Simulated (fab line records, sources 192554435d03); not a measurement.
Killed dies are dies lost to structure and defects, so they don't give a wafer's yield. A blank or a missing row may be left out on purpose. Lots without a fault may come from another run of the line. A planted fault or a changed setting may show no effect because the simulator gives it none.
fab line records | flow n5_finfet
record lots=6 wafers=18 last_day=18
route steps=1938 shown BEOL_M10@1518 PASSIVATION@1936
lots that met no fault: from a run of the same line without faults
start_h: hours from the record's first day to the start of the lot's first wafer shown | wait_h: hours since the lot's step before | " the same as in the row above | L1.1+2: a row that stands for several wafers | - no value, or no start given | * or withheld: withheld | < > ~ a bound
route shown NAME@n: a module of which the file shows steps, and the number in the route of the first | usual: mean/standard deviation of fault-free wafers | same: alike in all rows | chamber/n: place in a boat | sites: the reading at each site | _std_site: their standard deviation | _edge_site: outer sites' mean less inner sites' | radius_mm: how far each site lies from the wafer's centre | mask NAME#n: copy n | behind: the tool/chamber that last shaped the wafer | hold: why the lot was held/for how many hours/how that ended | device: the transistor (n, p or np) that didn't switch | end of line: the same wafers' tests at the end of the route | a step without rows: its recipe alone | killed: dies lost to structure and defects at the first sort, not the wafer's yield | map: a wafer's dies, x killed, . not, _ none there
set.NAME: the setting as run; set.NAME@STEP: as run at that earlier step | model.NAME: the simulator's own value behind a step, which no gauge read
lots at some steps of the route; a table a step, a row a wafer
services: from which hour (start_h, from the record's first day; less than 0 if before it) a tool's chamber was out of use, for how many hours, and why
## steps
# step N5_BEOL_M10_PRECLEAN_42
# recipe chemistry=residue_remover time_s=60 temp_c=40
# step N5_BEOL_M10_SRD_43
# recipe time_s=30 temp_c=23 rinse_liquid=diw dry=ipa_marangoni
# step N5_BEOL_M10_CD_MEAS_35
# recipe target_cd_nm=70 polarity=opening
# usual cd_nm=69.8/0.64
# columns lot.wafer tool chamber start_h wait_h cd_nm
L452.1 cd_sem-02 - 264.53 0.0 70.1
L452.2 " - " " 70.5
L452.4 " - " " 69.8
L455.1 cd_sem-02 - 294.94 0.0 70.4
L455.2 " - " " 69.9
L455.5 " - " " 70.5
L464.2 cd_sem-03 - 333.84 0.0 70.9
L464.3 " - " " 69.6
L464.4 " - " " 69.9
L465.1 cd_sem-01 - 341.02 0.0 69.5
L465.2 " - " " 70.6
L465.5 " - " " 70.6
L466.1 cd_sem-02 - 347.76 0.0 70.0
L466.4 " - " " 68.9
L466.5 " - " " 70.0
L468.3 cd_sem-02 - 377.21 0.0 70.6
L468.5 " - " " 69.8
L468.6 " - " " 69.3
# step N5_BEOL_M10_CURE_72
# recipe temp_c=370 time_s=120 ambient=DMADMS/He material=SiCOH_lowk
# step N5_BEOL_M10_DEGAS_44
# recipe ambient=vacuum temp_c=250 time_s=60
# usual heater_power_w=342/48
# columns lot.wafer tool chamber start_h wait_h heater_power_w
L452.1 pvd_sputter-03 - 265.01 0.4 353
L452.2 " - " " 289
L452.4 " - " " 403
L455.1 pvd_sputter-01 - 295.75 0.4 269
L455.2 " - " " 318
L455.5 " - " " 311
L464.2 pvd_sputter-02 - 334.66 0.6 374
L464.3 " - " " 280
L464.4 " - " " 356
L465.1 pvd_sputter-03 - 341.74 0.6 289
L465.2 " - " " 354
L465.5 " - " " 353
L466.1 pvd_sputter-01 - 348.35 0.5 272
L466.4 " - " " 298
L466.5 " - " " 290
L468.3 pvd_sputter-01 - 379.87 2.5 273
L468.5 " - " " 307
L468.6 " - " " 289
# step N5_BEOL_M10_PRE_CLEAN_45
# recipe gas=H2/He time_s=30 temp_c=250
# step N5_BEOL_M10_ALD_74
# recipe material=TaN target_thk_a=20 temp_c=275 ald_precursor_family=PDMAT ald_co_reactant=NH3 pressure_torr=3 carrier_flow_sccm=1500 pulse_time_s=2 purge_time_s=3 co_reactant_purge_time_s=2 co_reactant_pulse_time_s=3 ald_cycles=40 precursor_vessel_temp_c=75 precursor_vessel_pressure_torr=26.25 precursor_vessel_carrier_sccm=1000
# usual heater_power_w=426/36
# same purge_time_s=3
# columns lot.wafer tool chamber start_h wait_h heater_power_w since_wet_clean_h
L452.1 ald_metal-01 1 265.13 0.1 394 3005
L452.2 " 0 " " 393 3005
L452.4 " 3 " " 356 3005
L455.1 ald_metal-03 0 295.85 0.0 405 4574
L455.2 " 3 " " 421 4574
L455.5 " 3 " " 404 -
L464.2 ald_metal-01 0 334.76 0.0 386 3075
L464.3 " 1 " " 400 3075
L464.4 " 2 " " 420 3075
L465.1 ald_metal-02 0 341.86 0.1 443 1543
L465.2 " 2 " " 451 1543
L465.5 " 3 " " 429 -
L466.1 ald_metal-01 2 348.45 0.0 429 3088
L466.4 " 1 " " 407 3088
L466.5 " 1 " " 397 -
L468.3 ald_metal-03 0 379.97 0.0 410 4658
L468.5 " 3 " " 404 -
L468.6 " 0 " " 411 -
# step N5_BEOL_M10_SURFACE_TREAT_76
# recipe gas=Ar time_s=* ion_energy_ev=* ion_current_ma_cm2=0.5 pressure_mtorr=* ar_flow_sccm=30
# usual throttle_valve_pct=*
# columns lot.wafer tool chamber start_h wait_h throttle_valve_pct
L452.1 pvd_sputter-02 - 265.96 0.7 *
L452.2 " - " " *
L452.4 " - " " *
L455.1 pvd_sputter-01 - 296.19 0.2 *
L455.2 " - " " *
L455.5 " - " " *
L464.2 pvd_sputter-03 - 335.15 0.3 *
L464.3 " - " " *
L464.4 " - " " *
L465.1 pvd_sputter-02 - 342.46 0.5 *
L465.2 " - " " *
L465.5 " - " " *
L466.1 pvd_sputter-02 - 348.91 0.3 *
L466.4 " - " " *
L466.5 " - " " *
L468.3 pvd_sputter-01 - 380.37 0.3 *
L468.5 " - " " *
L468.6 " - " " *
# step N5_BEOL_M10_CVD_75
# recipe material=Co target_thk_a=20 temp_c=withheld precursor=CCTBA/H2 pressure_torr=30 time_s=138.9
# step N5_BEOL_M10_SPUTTER_48
# recipe material=Cu target_thk_a=120 temp_c=-20 bias_v=60 power_w=26000 chamber_pressure_pa=0.13 time_s=2
# usual throttle_valve_pct=30.4/0.93
# columns lot.wafer tool chamber start_h wait_h throttle_valve_pct
L452.1 pvd_sputter-02 - 266.52 0.2 30.2
L452.2 " - " " 32.1
L452.4 " - " " 30.4
L455.1 pvd_sputter-01 - 296.43 0.1 30.0
L455.2 " - " " 31.9
L455.5 " - " " 30.1
L464.2 pvd_sputter-02 - 335.34 0.1 30.4
L464.3 " - " " 32.0
L464.4 " - " " 30.3
L465.1 pvd_sputter-02 - 342.70 0.1 30.6
L465.2 " - " " 30.0
L465.5 " - " " 29.9
L466.1 pvd_sputter-02 - 349.09 0.1 30.1
L466.4 " - " " 31.7
L466.5 " - " " 30.1
L468.3 pvd_sputter-03 - 380.65 0.1 31.0
L468.5 " - " " 31.1
L468.6 " - " " 29.5
# step N5_BEOL_M10_ECD_50
# recipe material=Cu target_thk_a=3180
# step N5_BEOL_M10_ANNEAL_51
# recipe temp_c=225 time_s=90 ambient=N2
# usual wafer_temp_C_max=225.74/0.21
# columns lot.wafer tool chamber start_h wait_h wafer_temp_C_max
L452.1 rtp_anneal-02 0 266.76 0.1 226.01
L452.2 " 0 " " 225.56
L452.4 " 0 " " 225.89
L455.1 rtp_anneal-02 0 296.66 0.1 225.87
L455.2 " 0 " " 225.43
L455.5 " 0 " " 225.86
L464.2 rtp_anneal-01 0 335.61 0.1 225.85
L464.3 " 0 " " 225.47
L464.4 " 0 " " 225.81
L465.1 rtp_anneal-01 0 342.93 0.1 226.12
L465.2 " 0 " " 225.79
L465.5 " 0 " " 225.61
L466.1 rtp_anneal-01 0 349.37 0.1 225.52
L466.4 " 0 " " 225.70
L466.5 " 0 " " 225.64
L468.3 rtp_anneal-01 0 380.97 0.1 225.80
L468.5 " 0 " " 225.63
L468.6 " 0 " " 225.69
# step N5_BEOL_M10_CMP_52
# recipe stop_on=SiCOH_lowk t_overpolish_s=7 down_force_psi=1 platen_rpm=50 clearing_platen_down_force_psi=1.5 clearing_platen_rpm=50 post_cmp_clean=cu_alkaline target_thk_nm=140 clearing_platen_pad_velocity_m_s=0.99484 pad_velocity_m_s=0.99484
# usual barrier_field_endpoint_s=28.6/0.77 motor_current_A=5.8/0.62 overpolish_run_s=7.001/0.0093 platen_rpm=50.00/0.036 time_to_endpoint_s=64/3.4
# same t_overpolish_s=7
# columns lot.wafer tool chamber start_h wait_h barrier_field_endpoint_s motor_current_A overpolish_run_s platen_rpm time_to_endpoint_s
L452.4 cmp-03 2 267.06 0.1 28.7 6.4 7.000 49.97 62
L452.2 " 3 " " 29.1 5.4 7.003 50.02 67
L452.1 " 0 " " 27.7 4.8 7.006 50.02 64
L455.1 cmp-04 3 296.95 0.3 28.5 6.1 6.992 49.99 65
L455.2 " 2 " " 28.0 5.5 7.008 50.00 65
L455.5 " 3 " " 28.7 6.1 7.010 49.98 63
L464.3 cmp-04 3 335.86 0.2 26.5 6.0 6.997 51.93 65
L464.4 " 1 " " 26.4 5.8 6.981 52.01 62
L464.2 " 2 " " 26.5 5.3 6.998 51.96 65
L465.2 cmp-04 1 343.22 0.2 27.4 5.9 6.995 51.95 64
L465.1 " 0 " " 27.0 6.2 7.016 51.99 63
L465.5 " 1 " " 27.3 6.1 6.994 51.99 63
L466.4 cmp-02 1 349.66 0.1 28.6 5.1 7.004 50.02 65
L466.1 " 0 " " 28.1 6.5 6.995 50.00 65
L466.5 " 2 " " 29.8 5.2 7.014 50.01 67
L468.3 cmp-03 1 381.25 0.2 29.2 6.9 7.015 50.04 67
L468.6 " 3 " " 31.1 5.4 7.008 50.04 74
L468.5 " 0 " " 29.8 5.3 6.994 49.97 69
# step N5_PASSIVATION_PROBE_49
# usual defect_limited_yield=91.7/1.7 killed_at_M0_to_M3=34/10 killed_at_M4_up=13/5.1 killed_at_contacts=12/6.2 killed_at_front_end=36/12 killed_at_other=3.2/2.6 killed_dies=98/20 killed_on_rim=13/4.5 killed_open=65/13 killed_short=32/8.4 sort_bin_5_function=4.8/1.1 sort_bin_6_memory=3.2/0.74 sort_bin_8_speed=0.00/0.012 sort_n_pass=1082/20 sort_yield_pct=91.7/1.7
# same gross_dies=1180 killed_at_back_side=0 sort_bin_4_leakage[%]=0
# columns lot.wafer tool chamber start_h wait_h defect_limited_yield[%] killed_at_M0_to_M3 killed_at_M4_up killed_at_contacts killed_at_front_end killed_at_other killed_dies killed_on_rim killed_open killed_short sort_bin_5_function[%] sort_bin_6_memory[%] sort_bin_8_speed[%] sort_n_pass sort_yield_pct[%]
L452.1 prober-02 - 319.29 0.0 92.5 37 12 9 27 4 89 7 49 39 4.8 2.4 0 1091 92.5
L452.2 prober-02 - 319.34 0.1 93.7 16 16 11 29 2 74 4 46 28 3.1 3.0 0 1106 93.7
L452.4 prober-02 - 319.44 0.2 91.9 36 14 12 30 4 96 7 74 22 4.7 3.4 0 1084 91.9
L455.1 prober-02 - 345.14 0.0 90.9 37 12 22 32 4 107 12 80 27 5.8 3.1 0 1073 90.9
L455.2 prober-02 - 345.19 0.1 86.7 59 21 24 46 7 157 28 104 52 7.7 5.3 0 1023 86.7
L455.5 prober-02 - 345.34 0.2 91.8 36 15 20 18 8 97 17 69 28 4.8 3.0 0 1083 91.8
L464.2 prober-02 - 381.95 0.1 90.1 52 14 14 35 2 117 15 80 36 5.8 4.0 0 1063 90.1
L464.3 prober-02 - 382.00 0.1 92.7 40 13 7 23 3 86 11 57 29 3.4 3.2 0 1094 92.7
L464.4 prober-02 - 382.05 0.2 93.1 23 18 10 30 1 82 15 55 25 4.2 2.6 0 1098 93.1
L465.1 prober-02 - 391.97 0.0 91.0 63 14 4 22 3 106 16 75 29 6.0 2.9 0 1074 91.0
L465.2 prober-02 - 392.02 0.1 93.2 37 13 4 23 3 80 12 53 25 3.8 2.7 0 1100 93.2
L465.5 prober-02 - 392.17 0.2 92.3 39 23 8 13 8 91 15 59 31 4.0 3.4 0 1089 92.3
L466.1 prober-02 - 395.40 0.0 93.2 43 12 5 20 0 80 10 54 26 3.7 2.8 0 1100 93.2
L466.4 prober-02 - 395.55 0.2 92.6 29 12 16 30 0 87 8 58 28 4.7 2.5 0 1093 92.6
L466.5 prober-02 - 395.60 0.2 89.7 32 24 20 41 4 121 10 77 43 6.4 3.6 0 1059 89.7
L468.3 prober-01 - 434.26 0.1 91.2 28 11 29 36 0 104 16 62 42 4.7 4.2 0 1076 91.2
L468.5 prober-01 - 434.36 0.2 87.5 49 18 31 40 10 148 23 99 40 6.6 5.0 0 1032 87.5
L468.6 prober-01 - 434.41 0.3 91.4 31 19 25 24 3 102 14 68 33 5.3 3.1 0.08 1077 91.3
# killed by level:class
L452.1 BEOL_M0_SAQP:geometric_particle:short=11 BEOL_M2:geometric_particle:open=8 BEOL_M4:geometric_particle:open=8 MOL_CONTACT_COAG:geometric_particle:open=7 ILD0:geometric_particle:short=6 BEOL_M0_SAQP:geometric_particle:open=6 FIN_SAQP:geometric_particle:short=4 STARTING-WAFER:geometric_particle:short=4
L452.2 MOL_CONTACT_COAG:geometric_particle:open=8 FIN_SAQP:geometric_particle:short=7 BEOL_M4:geometric_particle:open=7 STI_FIN_REVEAL:geometric_particle:open=6 BEOL_M0_SAQP:geometric_particle:short=6 BEOL_M1:geometric_particle:open=4 STI_FIN_REVEAL:geometric_particle:short=3 MOL_CONTACT_COAG:geometric_particle:short=3
L452.4 MOL_CONTACT_COAG:geometric_particle:open=12 BEOL_M3:geometric_particle:open=12 BEOL_M2:geometric_particle:open=8 GATE_CUT:geometric_particle:short=7 BEOL_M0_SAQP:geometric_particle:open=7 BEOL_M4:geometric_particle:open=7 BEOL_M1:geometric_particle:open=5 STI_FIN_REVEAL:geometric_particle:open=4
L455.1 MOL_CONTACT_COAG:geometric_particle:open=18 BEOL_M0_SAQP:geometric_particle:open=9 BEOL_M1:geometric_particle:open=9 BEOL_M0_SAQP:geometric_particle:short=8 FIN_SAQP:geometric_particle:open=7 STARTING-WAFER:geometric_particle:open=7 BEOL_M4:geometric_particle:open=7 STI_FIN_REVEAL:geometric_particle:open=4
L455.2 MOL_CONTACT_COAG:geometric_particle:open=18 FIN_SAQP:geometric_particle:short=14 FIN_SAQP:geometric_particle:open=14 BEOL_M1:geometric_particle:open=13 BEOL_M2:geometric_particle:open=13 BEOL_M4:geometric_particle:open=11 BEOL_M0_SAQP:geometric_particle:short=9 BEOL_M0_SAQP:geometric_particle:open=9
L455.5 MOL_CONTACT_COAG:geometric_particle:open=16 BEOL_M0_SAQP:geometric_particle:open=7 BEOL_M1:geometric_particle:open=7 BEOL_M2:geometric_particle:open=6 BEOL_M4:geometric_particle:open=6 FIN_SAQP:geometric_particle:short=5 FIN_SAQP:geometric_particle:open=5 DUMMY_GATE:geometric_particle:open=5
L464.2 BEOL_M0_SAQP:geometric_particle:open=19 BEOL_M0_SAQP:geometric_particle:short=12 MOL_CONTACT_COAG:geometric_particle:open=11 BEOL_M2:geometric_particle:open=11 FIN_SAQP:geometric_particle:open=7 STI_FIN_REVEAL:geometric_particle:open=6 FIN_SAQP:geometric_particle:short=5 BEOL_M1:geometric_particle:open=5
L464.3 BEOL_M2:geometric_particle:open=12 BEOL_M0_SAQP:geometric_particle:short=9 MOL_CONTACT_COAG:geometric_particle:open=7 BEOL_M0_SAQP:geometric_particle:open=6 BEOL_M4:geometric_particle:short=6 BEOL_M1:geometric_particle:open=5 STI_FIN_REVEAL:geometric_particle:open=4 GATE_CUT:geometric_particle:short=4
L464.4 MOL_CONTACT_COAG:geometric_particle:open=8 FIN_SAQP:geometric_particle:short=6 BEOL_M0_SAQP:geometric_particle:short=6 DUMMY_GATE:geometric_particle:open=5 STI_FIN_REVEAL:geometric_particle:open=5 BEOL_M2:geometric_particle:open=5 BEOL_M4:geometric_particle:open=5 FIN_SAQP:geometric_particle:open=4
L465.1 BEOL_M2:geometric_particle:open=16 BEOL_M0_SAQP:geometric_particle:open=14 BEOL_M0_SAQP:geometric_particle:short=10 BEOL_M1:geometric_particle:open=10 BEOL_M3:geometric_particle:open=6 MOL_CONTACT_COAG:geometric_particle:open=4 BEOL_M2:geometric_particle:short=4 BEOL_M4:geometric_particle:open=4
L465.2 BEOL_M1:geometric_particle:open=9 BEOL_M0_SAQP:geometric_particle:short=8 GATE_CUT:geometric_particle:open=6 BEOL_M0_SAQP:geometric_particle:open=6 BEOL_M3:geometric_particle:open=6 BEOL_M7:geometric_particle:open=4 MOL_CONTACT_COAG:geometric_particle:open=3 STARTING-WAFER:geometric_particle:open=3
L465.5 BEOL_M0_SAQP:geometric_particle:short=14 BEOL_M4:geometric_particle:open=13 MOL_CONTACT_COAG:geometric_particle:open=7 BEOL_M0_SAQP:geometric_particle:open=7 FIN_SAQP:geometric_particle:open=4 BEOL_M2:geometric_particle:open=4 BEOL_M3:geometric_particle:open=4 PASS1_CAP:geometric_particle:open=4
L466.1 BEOL_M2:geometric_particle:open=10 BEOL_M0_SAQP:geometric_particle:short=8 BEOL_M0_SAQP:geometric_particle:open=7 BEOL_M1:geometric_particle:open=5 BEOL_M3:geometric_particle:open=5 ILD0:geometric_particle:open=4 BEOL_M4:geometric_particle:open=4 FIN_SAQP:geometric_particle:open=3
L466.4 MOL_CONTACT_COAG:geometric_particle:open=13 FIN_SAQP:geometric_particle:open=8 BEOL_M3:geometric_particle:open=7 FIN_SAQP:geometric_particle:short=6 BEOL_M2:geometric_particle:open=6 BEOL_M1:geometric_particle:open=4 BEOL_M3:geometric_particle:short=4 BEOL_M0_SAQP:geometric_particle:short=3
L466.5 MOL_CONTACT_COAG:geometric_particle:open=15 BEOL_M4:geometric_particle:open=11 FIN_SAQP:geometric_particle:short=10 BEOL_M0_SAQP:geometric_particle:open=9 FIN_SAQP:geometric_particle:open=7 BEOL_M0_SAQP:geometric_particle:short=7 STI_FIN_REVEAL:geometric_particle:open=6 DUMMY_GATE:geometric_particle:open=5
L468.3 MOL_CONTACT_COAG:geometric_particle:open=20 MOL_CONTACT_COAG:geometric_particle:short=9 STI_FIN_REVEAL:geometric_particle:open=8 STI_FIN_REVEAL:geometric_particle:short=5 BEOL_M0_SAQP:geometric_particle:short=5 BEOL_M2:geometric_particle:open=5 BEOL_M4:geometric_particle:open=5 FIN_SAQP:geometric_particle:short=4
L468.5 MOL_CONTACT_COAG:geometric_particle:open=27 BEOL_M2:geometric_particle:open=11 BEOL_M3:geometric_particle:open=10 HKMG_FIN:area_etch=9 BEOL_M0_SAQP:geometric_particle:short=8 STI_FIN_REVEAL:geometric_particle:open=7 BEOL_M0_SAQP:geometric_particle:open=6 BEOL_M4:geometric_particle:open=6
L468.6 MOL_CONTACT_COAG:geometric_particle:open=13 MOL_CONTACT_COAG:geometric_particle:short=12 BEOL_M4:geometric_particle:open=10 DUMMY_GATE:geometric_particle:open=7 BEOL_M1:geometric_particle:open=7 BEOL_M0_SAQP:geometric_particle:short=6 BEOL_M0_SAQP:geometric_particle:open=5 BEOL_M2:geometric_particle:open=4
## services
# columns tool chamber start_h hours kind
cmp-04 - 249.41 4.6 pm
pvd_sputter-01 - 260.51 3.0 repair
ald_metal-01 - 279.23 2.8 pm
ald_metal-02 0 281.63 3.5 repair
cmp-04 - 293.47 3.0 repair
cmp-04 - 297.69 3.6 repair
cmp-03 - 310.81 1.6 repair
cmp-02 - 311.44 6.1 pm
cmp-03 - 316.38 4.0 pm
cmp-03 - 320.38 - consumable_replace:conditioner
cmp-03 - 320.38 - consumable_replace:pad
cmp-04 - 326.54 7.1 pm
ald_metal-02 1 328.48 48.2 repair
cmp-02 - 333.42 0.7 repair
cmp-02 - 335.14 4.6 repair
cmp-04 - 336.19 2.5 repair
cmp-03 - 343.22 4.0 pm
ald_metal-02 - 346.50 6.0 pm
cmp-04 - 348.12 2.1 repair
cmp-03 - 362.01 5.8 pm
## key
first_sign step=N5_BEOL_M10_CMP_52 reading=platen_rpm direction=up sigmas=54 usual=50.00 struck=51.97
effect step=N5_BEOL_M10_CMP_52 reading=barrier_field_endpoint_s direction=down sigmas=2.3 usual=28.6 struck=26.9
met_at N5_BEOL_M10_CMP_52
struck_wafers L464.2,L464.3,L464.4,L465.1,L465.2,L465.5
onset_between 296.95 335.86
fault kind=process_parameter_drift tool=cmp-04 chamber=- onset_h=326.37 steps=N5_BEOL_M10_CMP_52 channel=platen_rpm offset=2 shape=step end_h=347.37 acts_in=these_recipes_only stated=50
